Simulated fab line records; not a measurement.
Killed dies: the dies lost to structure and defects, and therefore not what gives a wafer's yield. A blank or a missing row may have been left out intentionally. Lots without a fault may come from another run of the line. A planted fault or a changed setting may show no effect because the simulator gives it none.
fab line records | flow nand-harc
record: lots: 5 wafers: 15 last-day: 33
route steps=1302 shown P_ZERO_WELL@14 END@1302
lots untouched by any fault: they come from a run of this same line in which no faults occurred
start-h: hours from the record's first day to the start of the lot's first wafer shown | wait-h: hours from the lot's prior step to this one | " the same as in the row above | L1.1+2: one row covering several wafers at once | - no value present, or no start provided | * or withheld: withheld | < > ~ a bound
route shown NAME@n: a module of which the file shows steps, and the number in the route of the first | usual: average and standard deviation across the fault-free wafers | same: alike in all rows | chamber/n: place in a boat | sites: the reading at each site | _std_site: their standard deviation | _edge_site: the outer-site mean with the inner-site mean subtracted | radius-mm: for every site, how far away it sits from the centre of the wafer | mask NAME#n: copy n | behind: the tool/chamber that last shaped the wafer | hold: why the lot was held/for how many hours/how that ended | device: transistor that didn't switch, given as n, p or np | end of line: the tests these same wafers got at the end of their route | a step with no rows: only its recipe | killed: dies that structure and defects cost at the first sort, which is not the same as the wafer's yield | map: dies across one wafer; x = killed, . = not, _ = none there
set.NAME: the setting the step ran with; set.NAME@STEP: the setting that earlier step ran with | model.NAME: the simulator's own value behind a step, which no gauge read
lots at selected steps of the route; one table per step, one row per wafer
services: a tool's chamber out of use, with start hour (start-h, from the record's first day; less than 0 if before it), hours out, and reason
== steps ==
step: NHARC_P_ZERO_WELL_CD_MEAS_11
recipe: target-cd-nm: 500 landing-energy-ev: 500
usual: cd-nm: 500.1/1.4
columns lot.wafer tool chamber start-h wait-h cd-nm
L301.2 cd-sem-03 0 71.12 - 501.3
L301.3 " 0 " " 498.8
L301.4 " 0 " " 499.3
L303.1 cd-sem-01 0 91.11 - 500.1
L303.4 " 0 " " 502.6
L303.6 " 0 " " 501.3
L305.2 cd-sem-03 0 111.12 - 502.5
L305.4 " 0 " " 499.3
L305.5 " 0 " " 500.4
L313.1 cd-sem-01 0 191.31 - 498.6
L313.3 " 0 " " 498.2
L313.4 " 0 " " 497.2
L317.4 cd-sem-02 0 231.26 - 499.4
L317.5 " 0 " " 497.5
L317.6 " 0 " " 500.2
step: NHARC_P_ZERO_WELL_HARDBAKE_12
recipe: temp-c: 118 time-s: 65
step: NHARC_P_ZERO_WELL_DESCUM_13
recipe: time-s: 3 o2-flow-sccm: 200 ar-flow-sccm: 0 bias-power-w: 0 chemistry: O2
usual: drypump-motor-current-A: 5.7/0.45 oes-product-au: 1.002/0.0087 rf-vpp-V: 57.6/0.88 showerhead-plenum-p-Torr: 1.91/0.074 throttle-valve-pct: 11.310/0.009
same: time-s: 3
columns lot.wafer tool chamber start-h wait-h drypump-motor-current-A oes-product-au rf-hours-counter-h rf-vpp-V showerhead-plenum-p-Torr throttle-valve-pct
L301.4 rie-diel-02 1 71.27 - 5.9 1.014 8 57.1 1.89 11.289
L301.2 " 3 " " 5.9 1.004 8 56.5 1.79 11.306
L301.3 " 0 " " 6.2 0.997 10 57.2 1.84 11.313
L303.1 rie-diel-02 2 91.27 - 5.1 1.003 10 57.3 1.81 11.318
L303.4 " 0 " " 6.2 1.006 14 58.0 1.83 11.316
L303.6 " 2 " " 5.1 1.011 - 57.3 1.81 11.316
L305.4 rie-diel-09 2 111.28 - 6.0 0.989 43 59.1 1.93 11.291
L305.2 " 3 " " 5.0 1.002 44 57.1 2.00 11.323
L305.5 " 1 " " 5.3 0.996 - 56.8 1.89 11.310
L313.1 rie-diel-02 3 191.47 - 5.9 1.002 50 57.7 1.77 11.304
L313.3 " 0 " " 6.3 0.996 48 57.1 1.82 11.307
L313.4 " 2 " " 5.1 0.991 51 58.6 1.80 11.303
L317.4 rie-diel-09 1 231.78 - 5.2 1.010 23 56.9 1.88 11.308
L317.6 " 2 " " 6.0 1.009 - 56.3 1.92 11.317
L317.5 " 3 " " 5.0 0.994 - 58.2 1.99 11.318
step: NHARC_P_ZERO_WELL_ETCH_65
recipe: target-depth-a: 800 overetch-a: 240 time-s: 87.88 ion-energy-ev: 200 n2-flow-sccm: 150 h2-flow-sccm: 150 ar-flow-sccm: 0 rf-w: 400 bias-w: 150 chemistry: N2/H2
usual: drypump-motor-current-A: 5.7/0.46 oes-product-au: 1.003/0.0085 rf-vpp-V: 430.4/2.4 showerhead-plenum-p-Torr: 2.03/0.081 throttle-valve-pct: 14.170/0.0093
same: time-s: 87.88
columns lot.wafer tool chamber start-h wait-h drypump-motor-current-A oes-product-au rf-hours-counter-h rf-vpp-V showerhead-plenum-p-Torr throttle-valve-pct
L301.4 rie-diel-02 3 71.36 0.1 5.9 0.999 8 425.5 1.90 14.166
L301.3 " 0 " " 6.2 0.997 10 429.5 1.95 14.163
L301.2 " 1 " " 5.9 0.986 8 430.2 2.02 14.165
L303.1 rie-diel-02 0 91.37 0.1 6.2 0.996 14 428.4 1.95 14.170
L303.4 " 1 " " 5.9 0.985 12 429.7 2.02 14.170
L303.6 " 2 " " 5.1 1.008 - 426.9 1.93 14.161
L305.2 rie-diel-09 2 111.36 0.1 6.0 1.004 43 431.7 2.05 14.173
L305.4 " 0 " " 6.3 1.004 44 428.5 2.01 14.183
L305.5 " 3 " " 5.0 0.988 - 432.3 2.14 14.165
L313.1 rie-diel-02 0 191.55 0.1 6.2 1.013 48 427.9 1.94 14.163
L313.3 " 1 " " 5.9 1.002 47 430.1 2.00 14.175
L313.4 " 2 " " 5.1 0.998 51 427.1 1.92 14.159
L317.4 rie-diel-09 2 231.86 0.1 6.0 0.997 25 431.0 2.04 14.178
L317.5 " 3 " " 5.0 0.999 - 432.9 2.13 14.163
L317.6 " 0 " " 6.3 1.015 - 430.8 2.00 14.167
step: NHARC_P_ZERO_WELL_ETCH_62
recipe: target-depth-a: 130 time-s: 6.5 chf3-flow-sccm: 50 ar-flow-sccm: 200 rf-w: 500 bias-w: 200 chemistry: CHF3/Ar
usual: drypump-motor-current-A: 5.8/0.46 oes-product-au: 0.960/0.016 rf-vpp-V: 370.5/2.1 showerhead-plenum-p-Torr: 2.34/0.089 throttle-valve-pct: 20.217/0.0089
same: time-s: 6.5
columns lot.wafer tool chamber start-h wait-h drypump-motor-current-A oes-product-au rf-hours-counter-h rf-vpp-V showerhead-plenum-p-Torr throttle-valve-pct
L301.3 rie-diel-02 3 - - 5.9 0.976 8 367.5 2.20 20.222
L301.4 " 0 " " 6.2 0.977 10 368.8 2.25 20.210
L301.2 " 1 " " 6.0 0.950 8 369.3 2.32 20.214
L303.1 rie-diel-02 0 - - 6.2 0.977 14 368.3 2.25 20.216
L303.4 " 1 " " 5.9 0.967 12 369.3 2.32 20.228
L303.6 " 0 " " 6.2 0.978 - 367.6 2.25 20.220
L305.2 rie-diel-09 3 - - 4.9 0.966 44 373.2 2.45 20.215
L305.4 " 1 " " 5.2 0.959 41 369.5 2.31 20.211
L305.5 " 0 " " 6.3 0.978 - 368.6 2.31 20.221
L313.1 rie-diel-02 0 - - 6.2 0.953 48 366.0 2.24 20.216
L313.3 " 1 " " 5.9 0.961 47 368.7 2.31 20.211
L313.4 " 2 " " 5.1 0.948 51 368.6 2.21 20.220
L317.4 rie-diel-09 0 - - 6.3 0.980 26 369.6 2.30 20.224
L317.6 " 1 " " 5.2 0.984 - 369.0 2.30 20.220
L317.5 " 2 " " 6.0 0.955 - 371.9 2.35 20.201
step: NHARC_P_ZERO_WELL_ETCH_63
recipe: target-depth-a: 1200 time-s: 40.1 hbr-flow-sccm: 150 cl2-flow-sccm: 50 rf-w: 400 icp-w: 400 bias-w: 100 chemistry: HBr/Cl2
usual: drypump-motor-current-A: 5.7/0.45 oes-product-au: 1.000/0.012 throttle-valve-pct: 26.405/0.0095
same: time-s: 40.1
columns lot.wafer tool chamber start-h wait-h drypump-motor-current-A oes-product-au rf-hours-counter-h throttle-valve-pct
L301.4 rie-si-05 3 71.53 - 5.1 0.996 0.7 26.404
L301.2 " 0 " " 5.7 1.017 0.6 26.403
L301.3 " 1 " " 6.2 1.009 0.7 26.411
L303.1 rie-si-06 1 91.56 - 5.4 0.978 0.1 26.408
L303.4 " 2 " " 6.4 1.009 0.0 26.398
L303.6 " 3 " " 5.3 1.004 - 26.392
L305.4 rie-si-05 3 111.54 - 5.1 0.998 0.9 26.415
L305.2 " 1 " " 6.2 1.000 0.9 26.389
L305.5 " 3 " " 5.1 0.997 - 26.410
L313.4 rie-si-03 1 191.74 - 6.5 0.995 0.9 26.396
L313.1 " 2 " " 5.6 0.979 0.9 26.403
L313.3 " 3 " " 5.5 0.997 1.0 26.414
L317.4 rie-si-03 1 232.03 - 6.5 0.984 0.0 26.412
L317.6 " 0 " " 5.7 0.994 - 26.397
L317.5 " 1 " " 6.5 0.973 - 26.411
step: NHARC_P_ZERO_WELL_STRIP_15
recipe: time-s: 900 temp-c: 130 chemistry: SPM
step: NHARC_P_ZERO_WELL_DEHYDRATE_16
recipe: temp-c: 150 time-s: 120
step: NHARC_P_ZERO_WELL_HMDS_17
recipe: time-s: 30
step: NHARC_P_ZERO_WELL_COAT_18
recipe: spin-rpm: withheld
step: NHARC_P_ZERO_WELL_SOFTBAKE_19
recipe: temp-c: 122 time-s: 95
step: NHARC_P_ZERO_WELL_EBR_20
step: NHARC_P_ZERO_WELL_EXPOSE_21
recipe: na: 0.6 target-cd-nm: 720 dose-mj: 22.31 mask-id: P_NWELL
usual: reticle-temp-C: 23.00/0.11
columns lot.wafer tool chamber start-h wait-h mask reticle-temp-C
L301.2 krf-scanner-04 0 72.30 - P_NWELL#0 23.01
L301.3 " 0 " " P_NWELL#0 22.90
L301.4 " 0 " " P_NWELL#0 23.10
L303.1 krf-scanner-02 0 92.18 - P_NWELL_R1#0 22.95
L303.4 " 0 " " P_NWELL_R1#0 22.87
L303.6 " 0 " " P_NWELL_R1#0 22.74
L305.2 krf-scanner-02 0 112.31 - P_NWELL#0 23.01
L305.4 " 0 " " P_NWELL#0 22.94
L305.5 " 0 " " P_NWELL#0 23.15
L313.1 krf-scanner-02 0 192.56 - P_NWELL#0 22.85
L313.3 " 0 " " P_NWELL#0 23.01
L313.4 " 0 " " P_NWELL#0 22.71
L317.4 krf-scanner-02 0 232.80 - P_NWELL#0 22.86
L317.5 " 0 " " P_NWELL#0 22.87
L317.6 " 0 " " P_NWELL#0 23.01
step: NHARC_P_ZERO_WELL_PEB_22
recipe: peb-temp-c: 118 peb-time-s: 85
step: NHARC_P_ZERO_WELL_DEVELOP_23
recipe: time-s: 70
step: NHARC_P_ZERO_WELL_CD_MEAS_24
recipe: target-cd-nm: 720 landing-energy-ev: 500
usual: cd-nm: 720.2/2.4
columns lot.wafer tool chamber start-h wait-h hold cd-nm
L301.2 cd-sem-03 0 72.46 - - 720.4
L301.3 " 0 " " - 719.0
L301.4 " 0 " " - 720.4
L303.1 cd-sem-03 0 92.33 - await-dispo/0.2h/release 710.6
L303.4 " 0 " " await-dispo/0.2h/release 706.2
L303.6 " 0 " " await-dispo/0.2h/release 706.7
L303.1 cd-sem-03 0 - - - 710.0
L303.4 " 0 " " - 705.9
L303.6 " 0 " " - 706.9
L305.2 cd-sem-03 0 112.47 - - 715.5
L305.4 " 0 " " - 716.9
L305.5 " 0 " " - 716.7
L313.1 cd-sem-02 0 192.72 - - 721.3
L313.3 " 0 " " - 718.1
L313.4 " 0 " " - 721.8
L317.4 cd-sem-01 0 232.95 - - 720.6
L317.5 " 0 " " - 720.1
L317.6 " 0 " " - 721.4
step: NHARC_P_ZERO_WELL_DESCUM_26
recipe: time-s: 3 o2-flow-sccm: 200 ar-flow-sccm: 0 bias-power-w: 0 chemistry: O2
usual: drypump-motor-current-A: 5.8/0.44 oes-product-au: 1.002/0.0095 rf-vpp-V: 57.9/0.93 showerhead-plenum-p-Torr: 1.91/0.084 throttle-valve-pct: 11.311/0.0093
same: time-s: 3
columns lot.wafer tool chamber start-h wait-h drypump-motor-current-A oes-product-au rf-hours-counter-h rf-vpp-V showerhead-plenum-p-Torr throttle-valve-pct model.P_ZERO_WELL.cd-nm
L301.2 rie-diel-09 0 72.61 - 6.3 1.013 33 59.4 1.89 11.309 720.3
L301.3 " 2 " " 6.0 1.016 31 58.2 1.93 11.306 718.6
L301.4 " 3 " " 5.0 1.009 33 56.8 2.01 11.317 720.2
L303.1 rie-diel-05 3 96.98 - 5.8 0.991 10 59.3 2.00 11.311 710.9
L303.4 " 1 " " 6.1 0.987 8 57.2 1.84 11.304 705.8
L303.6 " 0 " " 5.8 0.994 - 56.4 1.83 11.314 706.8
L305.2 rie-diel-09 0 112.64 - 6.3 1.006 44 58.1 1.89 11.307 715.4
L305.4 " 1 " " 5.3 0.998 41 60.5 1.89 11.338 715.8
L305.5 " 0 " " 6.3 1.000 - 58.3 1.89 11.326 716.5
L313.1 rie-diel-05 0 192.89 - 5.8 1.010 40 57.7 1.82 11.321 721.1
L313.3 " 1 " " 6.0 0.989 38 57.5 1.83 11.304 718.4
L313.4 " 0 " " 5.8 0.996 - 57.6 1.82 11.322 721.6
L317.4 rie-diel-02 3 233.12 - 5.9 0.992 0 59.9 2.08 11.324 720.7
L317.6 " 2 " " 5.1 1.000 - 57.1 1.80 11.318 721.1
L317.5 " 3 " " 5.9 0.990 - 57.9 2.08 11.290 720
step: NHARC_P_ZERO_WELL_IMPLANT_27
recipe: energy-kev: 600 dose-cm2: 1e+13 tilt-deg: 7
step: NHARC_END_SORT_01
recipe: temp-c: 25
usual: killed-at-array: 54/18 killed-at-other: 0.7/0.87 killed-at-periphery: 3.7/2.5 killed-dies: 59/19 killed-open: 3.3/2 killed-short: 2.6/1.6
same: gross-dies: 677
columns lot.wafer tool chamber start-h wait-h killed-at-array killed-at-other killed-at-periphery killed-dies killed-open killed-short
L301.2 prober-02 0 646.02 2.8 50 0 2 52 2 2
L301.3 prober-02 0 646.82 3.1 49 1 2 52 4 0
L301.4 prober-02 0 647.61 3.4 40 1 1 42 1 2
L313.1 prober-01 0 725.78 2.5 26 0 2 28 2 1
L313.3 prober-01 0 727.37 3.1 22 0 0 22 0 0
L313.4 prober-01 0 728.17 3.4 19 0 4 23 2 1
killed by level:class
L301.2 A_CHANNEL_HOLE_D2:chamber-film-flake=27 A_STAIRCASE:chamber-film-flake=8 A_CONTACT:chamber-film-flake=4 A_CHANNEL_HOLE_D1:chamber-film-flake=3 A_DECK1_JOINT:chamber-film-flake=2 A_WL_FILL:chamber-film-flake=2 P_M2:geometric-particle:open=1 A_ONON_D2:geometric-particle:short=1
L301.3 A_CHANNEL_HOLE_D2:chamber-film-flake=26 A_CHANNEL_HOLE_D1:chamber-film-flake=4 A_STAIRCASE:chamber-film-flake=4 A_WL_FILL:chamber-film-flake=4 A_SLIT:chamber-film-flake=3 A_CONTACT:chamber-film-flake=2 P_M1:geometric-particle:open=1 A_ONON_D2:geometric-particle:open=1
L301.4 A_CHANNEL_HOLE_D2:chamber-film-flake=22 A_STAIRCASE:chamber-film-flake=5 A_CHANNEL_FILL_D1:chamber-film-flake=3 A_DECK1_JOINT:chamber-film-flake=3 A_CHANNEL_HOLE_D1:chamber-film-flake=2 A_CONTACT:chamber-film-flake=2 P_M0:geometric-particle:open=1 A_WL_FILL:geometric-particle:short=1
L313.1 A_CHANNEL_HOLE_D1:chamber-film-flake=12 A_SLIT:chamber-film-flake=4 A_ZERO_WELL:chamber-film-flake=2 A_DECK1_JOINT:chamber-film-flake=2 P_M0:geometric-particle:open=1 A_ONON_D1:geometric-particle:short=1 A_SGD_CUT:geometric-particle:open=1 P_ZERO_WELL:chamber-film-flake=1
L313.3 A_CHANNEL_HOLE_D1:chamber-film-flake=12 A_SLIT:chamber-film-flake=5 A_DECK1_JOINT:chamber-film-flake=2 A_ZERO_WELL:chamber-film-flake=1 A_CHANNEL_FILL_D2:chamber-film-flake=1 A_CONTACT:chamber-film-flake=1
L313.4 A_CHANNEL_HOLE_D1:chamber-film-flake=10 A_SLIT:chamber-film-flake=5 P_GATE:chamber-film-flake=2 P_M0:geometric-particle:open=1 A_ONON_D2:geometric-particle:short=1 A_STAIRCASE:geometric-particle:open=1 P_STI:chamber-film-flake=1 A_STAIRCASE:chamber-film-flake=1
== services ==
columns tool chamber start-h hours kind
rie-diel-05 - 52.75 9.0 pm
rie-si-03 - 64.96 0.3 repair
rie-si-06 - 72.00 9.0 pm
rie-diel-05 1 80.43 3.7 repair
rie-si-03 - 82.62 0.3 repair
rie-si-03 2 84.21 6.4 repair
rie-diel-02 3 85.52 4.8 repair
krf-scanner-02 - 94.00 4.0 pm
rie-diel-02 - 100.00 0.5 repair
rie-diel-02 2 109.23 9.1 repair
rie-diel-02 1 116.10 7.6 repair
rie-diel-05 0 119.67 5.2 repair
rie-si-05 - 128.00 9.0 pm
rie-diel-02 1 128.59 4.1 repair
rie-diel-05 1 142.11 29.6 repair
rie-diel-09 - 143.82 9.0 pm
rie-diel-05 2 156.37 16.7 repair
rie-diel-05 0 172.33 6.0 repair
rie-si-06 - 175.49 0.4 repair
krf-scanner-04 - 182.00 4.0 pm
rie-diel-09 - 214.17 0.1 repair
rie-si-03 - 221.00 9.0 pm
rie-diel-02 - 223.29 9.0 pm
rie-diel-05 - 229.76 9.0 pm
== key ==
first-sign: step: NHARC_P_ZERO_WELL_EXPOSE_21 reading: mask direction: changed
effect: step: NHARC_P_ZERO_WELL_CD_MEAS_24 reading: visit direction: added
effect: step: NHARC_P_ZERO_WELL_CD_MEAS_24 reading: cd-nm direction: down sigmas: 5.2 usual: 720.2 struck: 707.8
model-effect: step: NHARC_P_ZERO_WELL_DESCUM_26 value: P_ZERO_WELL.cd-nm without: 722.6 struck: 707.9
met-at NHARC_P_ZERO_WELL_EXPOSE_21
struck-wafers L303.1,L303.4,L303.6
tester-left-out L303
fault: kind: wrong-mask tool: any chamber: - onset-h: 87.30 steps: NHARC_P_ZERO_WELL_EXPOSE_21 aux-copy: P_NWELL_R1#0 cd-offset-nm: -14.79 scope: struck-lots-only
tester-left-out: of these lots the tester's yield and bins aren't shown, on N5 and GAA mostly nor the transistor test; their killed dies are dies lost to structure and defects alone, not to doping, threshold or leakage, so they don't give the yield
